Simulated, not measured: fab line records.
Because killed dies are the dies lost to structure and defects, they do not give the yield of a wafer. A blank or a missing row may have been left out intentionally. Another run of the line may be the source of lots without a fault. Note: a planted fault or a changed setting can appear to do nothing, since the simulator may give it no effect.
Lot-split experiment | flow n5-finfet | 21 wafers read from 7 lots, route of 1938 steps

## ON THE SPLIT
At N5_DUMMY_GATE_ETCH_37 (etches SOC in N2/H2, target depth 60 nm, overetch 30 nm), the setting source-w was moved away from the recipe's 840 W on 9 of the 21 wafers read, by -14.5% to +10.3%. All remaining wafers had this setting at the recipe value.

Reading taken at the split's own step.

## THE READING
rf-vpp-V, in V, at N5_DUMMY_GATE_ETCH_37 (etches SOC in N2/H2, target depth 60 nm, overetch 30 nm). Fault-free wafers of this fab line usually give 524.4 V, standard deviation 2.3 V.

wafer  | tool, chamber at the split | source-w as run, W | against the recipe | rf-vpp-V, V | against lot-mates on the recipe
L076.3 | rie-diel-01, 3             | 840                | recipe             | 519.8       | -
L076.4 | rie-diel-01, 1             | 732.4              | -12.8%             | 550.1       | +29.2
L076.5 | rie-diel-01, 3             | 840                | recipe             | 522.0       | -
L077.1 | rie-diel-03, 3             | 840                | recipe             | 526.3       | -
L077.3 | rie-diel-03, 0             | 840                | recipe             | 525.3       | -
L077.4 | rie-diel-03, 2             | 840                | recipe             | 522.8       | -
L078.1 | rie-diel-01, 3             | 840                | recipe             | 518.6       | -
L078.4 | rie-diel-01, 2             | 840                | recipe             | 524.8       | -
L078.6 | rie-diel-01, 2             | 798.2              | -5.0%              | 534.9       | +13.2
L079.1 | rie-diel-03, 2             | 840                | recipe             | 524.2       | -
L079.2 | rie-diel-03, 1             | 840                | recipe             | 525.2       | -
L079.3 | rie-diel-03, 0             | 777.3              | -7.5%              | 540.2       | +15.5
L083.3 | rie-diel-01, 3             | 926.5              | +10.3%             | 503.5       | -21.7
L083.5 | rie-diel-01, 1             | 840                | recipe             | 525.2       | -
L083.6 | rie-diel-01, 0             | 926.5              | +10.3%             | 507.7       | -17.5
L085.1 | rie-diel-01, 3             | 717.9              | -14.5%             | 548.6       | +24.2
L085.3 | rie-diel-01, 2             | 840                | recipe             | 524.4       | -
L085.4 | rie-diel-01, 0             | 717.9              | -14.5%             | 551.2       | +26.8
L092.2 | rie-diel-03, 3             | 743                | -11.5%             | 548.2       | +24.4
L092.4 | rie-diel-03, 2             | 743                | -11.5%             | 544.0       | +20.2
L092.5 | rie-diel-03, 1             | 840                | recipe             | 523.8       | -

FIT RESULTS
A straight line over all 21 wafers: rf-vpp-V changes by -1.88 V for each +1% of source-w; r = -0.99; the points scatter about the line by 2.3 V.
The same after taking each lot's own level away (the mean of its wafers on the recipe; 21 wafers): -1.92 V for each +1%; r = -0.99; scatter 2.2 V.
That fit puts the effect of the largest move of source-w on the reading at 28 V.
Measured against the standard deviation above, the lots' own levels, which go from 520.90 to 525.20 V, span 1.9 times it.
Hence the lot-to-lot level has little effect on the slope; both slopes agree.
Check: +29.1 V against its lot-mates is what the line predicts for one of the wafers moved furthest among these (-14.5%) when that wafer is left out of the fit. Against them it came out at +24.2 V.
Tool readings at the split's step, against how far the setting was moved: rf-vpp-V r = -0.99.

## THESE WAFERS: OTHER SPLITS
Before the reading, these wafers also passed through other splits. Each is held against what the fit with the lots' levels taken away leaves over:
other split on the same wafers            | wafers away from the commonest value | r with rf-vpp-V (lot level and that fit taken away)
N5_WELL_APT_COAT_02 spin-rpm              | 7                                    | +0.22
N5_PMOS_HMC_CHANNEL_EPI_EXPOSE_06 dose-mj | 6                                    | -0.33
N5_PMOS_HMC_CHANNEL_EPI_DESCUM_14 time-s  | 6                                    | +0.34
N5_FIN_SAQP_EXPOSE_13 dose-mj             | 11                                   | +0.09
N5_FIN_SAQP_DEVELOP_15 develop-time-s     | 7                                    | -0.35
N5_DUMMY_GATE_EXPOSE_12 dose-mj           | 5                                    | -0.52

## THE FILE'S OWN FIT
rf-vpp-V changes by -1.99 V for each +1% of source-w, r = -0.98.
